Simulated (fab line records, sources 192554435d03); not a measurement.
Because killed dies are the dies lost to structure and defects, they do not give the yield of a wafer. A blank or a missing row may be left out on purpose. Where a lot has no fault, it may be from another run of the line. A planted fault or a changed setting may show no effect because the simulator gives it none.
Code-filled problem report in 8D (eight disciplines) form	flow n5Finfet	the parts of the form that need people (team, actions taken, sign-off) are left out

## 1. WHAT IS WRONG
A mean of 0.665 a.u. is read at N5_BEOL_M0_SAQP_MANDREL_ETCH_20 for oesProductAu, taken on 1 wafer of 1 lot, against 0.775 a.u. (standard deviation 0.013) on wafers free of any fault. That is -8.5 standard deviations from the usual mean.
The step: etches a-Si in HBr/Cl2, stops on SiNx, target depth 60 nm, bt time 10 s, time 30 s.
The first sign was on wafer L566.5 at day 8 12:13, on rieSi-05. The record has a number at this step for 27 wafers belonging to 9 lots. The rule behind "out" and "out of limits": a value lying over 4 standard deviations away from the usual mean. Any other wafer with a number is counted as sound.

## 2. WHAT IT IS; WHAT IT IS NOT
question	is	is not
which readings at this step	oesProductAu	HBr_flow_sccm, drypumpMotorCurrentA, throttleValvePct
which lots	L566	L554, L557, L558, L560, L564, L572, L573, L576
which wafers of those lots	L566.5	L566.2, L566.6
read on which tools	rieSi-05	rieSi-01, rieSi-02
when	from day 8 12:13	up to then (17 sound wafers); but 9 sound wafers of L572, L573, L576 came after

## 3. SUSPECTS, AND WHAT RULES EACH OUT
Counting: any tool at a process step up to the reading remains a suspect provided it ran every lot that is out. Sound lots after the first of them don't rule it out here, since some wafers of a struck lot are sound.
- rieDiel-03 at N5_BEOL_M0_SAQP_ETCH_84 (etches SOC in N2/H2, target depth 100 nm, overetch 20 nm, time 150 s): kept. It ran the lot that is out, L566 (day 8 12:02); its last sound lot up to then is L557 (day 6 07:11).
- rieSi-05 at N5_BEOL_M0_SAQP_MANDREL_ETCH_20 (etches a-Si in HBr/Cl2, stops on SiNx, target depth 60 nm, bt time 10 s, time 30 s): kept. It ran the lot that is out, L566 (day 8 12:13); its last sound lot up to then is L564 (day 8 01:05). On those wafers its own readings are out: oesProductAu.
- The sound lot-mates ran in chamber 2 of rieDiel-03 at N5_BEOL_M0_SAQP_ETCH_84, but the wafers that are out ran in chamber 1.
- At N5_BEOL_M0_SAQP_MANDREL_ETCH_20, inside rieSi-05: chamber 3 took the wafers that are out, while their sound lot-mates went through chambers 0, 1.
Left after counting: rieDiel-03 at N5_BEOL_M0_SAQP_ETCH_84, rieSi-05 at N5_BEOL_M0_SAQP_MANDREL_ETCH_20.

## 4. THE CAUSE (what the simulator had put in)
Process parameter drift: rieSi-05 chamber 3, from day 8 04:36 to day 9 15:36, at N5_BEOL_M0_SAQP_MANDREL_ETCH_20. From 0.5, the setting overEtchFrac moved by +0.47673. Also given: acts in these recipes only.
After counting, 2 suspects remain, this tool included.

## 5. SEQUENCE OF EFFECTS, ordered by route
One row per reading whose mean, taken over the struck wafers that have a number, lies over 3 standard deviations from the usual. Scope: only readings with a usual standard deviation given in the record; hours: median across lots of the time from each lot's start at the first step in this table that gives one to its start at this step; sigmas: change in usual standard deviations.
hours	step	reading	usual	on struck wafers	change	sigmas
0	N5_BEOL_M0_SAQP_MANDREL_ETCH_20	oesProductAu	0.775 a.u.	0.665	-0.110	-8.5
Here are the process steps it includes:
- N5_BEOL_M0_SAQP_MANDREL_ETCH_20: etches a-Si in HBr/Cl2, stops on SiNx, target depth 60 nm, bt time 10 s, time 30 s.
Later steps that measure or inspect, where all struck wafers having a row at the step show a number for every such reading and not one has moved that far: N5_BEOL_M0_SAQP_CD_MEAS_25, N5_BEOL_M4_RC_MEAS_101.

## 6. WHAT WOULD HAVE CAUGHT IT SOONER
8 hours passed between the start of the fault at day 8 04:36 and the first reading out of limits in this record, taken at day 8 12:13.
